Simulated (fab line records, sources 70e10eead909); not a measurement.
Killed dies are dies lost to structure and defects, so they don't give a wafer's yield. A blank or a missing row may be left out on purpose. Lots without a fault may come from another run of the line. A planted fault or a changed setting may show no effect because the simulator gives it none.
Problem report in the 8D (eight disciplines) form, filled by code | flow nand_harc | the parts of the form that need people (team, actions taken, sign-off) are left out

1. THE PROBLEM
run_length_s at NHARC_A_CHANNEL_HOLE_D1_ETCH_16 reads a mean of 596.3 s on 9 wafers of 3 lots; wafers without a fault read 827.4 s with a standard deviation of 0.42. That is -99 or more standard deviations from the usual mean.
The step: etches the open film in O2/COS, target depth 3100 nm, time 806 s.
First seen on wafer L774.4, day 12 03:24, on rie_diel-02. The record holds 45 wafers of 15 lots with a number at this step. Rule for "out", or "out of limits": more than 4 standard deviations from the usual mean. The other wafers with a number count as sound.

2. WHAT IT IS AND WHAT IT IS NOT
question                    | is                     | is not
which readings at this step | run_length_s           | drypump_motor_current_A, o2_flow_sccm, oes_product_au, rf_vpp_V, showerhead_plenum_p_Torr, throttle_valve_pct
which lots                  | L774, L775, L776       | L766, L767, L768, L770, L782, L783, L784, L785, L786, L787, L788, L789
which wafers of those lots  | all that have a number | -
read on which tools         | rie_diel-02            | rie_diel-12
when                        | from day 12 03:24      | up to then (12 sound wafers); but 24 sound wafers of L782, L783, L784, L785, L786, L787, L788, L789 came after

3. SUSPECTS, AND WHAT RULES EACH OUT
Counting: a tool at a process step up to the reading stays a suspect if it ran every lot that is out and no sound lot after the first of them.
- rie_diel-02 at NHARC_A_CHANNEL_HOLE_D1_ETCH_16 (etches the open film in O2/COS, target depth 3100 nm, time 806 s): ruled out as a lasting fault. Sound lots L782, L783, L785, L786, L787, L788, L789 ran on it after its first lot that is out, L774 (day 12 03:24).
Left after counting: nothing in the record.

4. THE CAUSE (what the simulator had put in)
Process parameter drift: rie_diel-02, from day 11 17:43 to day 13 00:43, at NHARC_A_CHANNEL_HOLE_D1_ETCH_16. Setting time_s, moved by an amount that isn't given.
Counting ruled it out, wrongly.

5. THE CHAIN OF EFFECTS, in route order
Each row: a reading whose mean over the struck wafers that have a number lies more than 3 standard deviations from the usual. Only readings for which the record gives a usual standard deviation are gone through. hours: the time from each lot's start at the first step in this table that gives one to its start at this step, as a median over the lots. sigmas: the change in usual standard deviations.
hours | step                            | reading      | usual   | on struck wafers | change | sigmas
0     | NHARC_A_CHANNEL_HOLE_D1_ETCH_16 | run_length_s | 827.4 s | 596.3            | -231.1 | -99 or more
The process steps in it:
- NHARC_A_CHANNEL_HOLE_D1_ETCH_16: etches the open film in O2/COS, target depth 3100 nm, time 806 s.

6. WHAT WOULD HAVE CAUGHT IT SOONER
In this record the first reading out of limits was taken at day 12 03:24, 10 hours after the fault began at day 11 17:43.
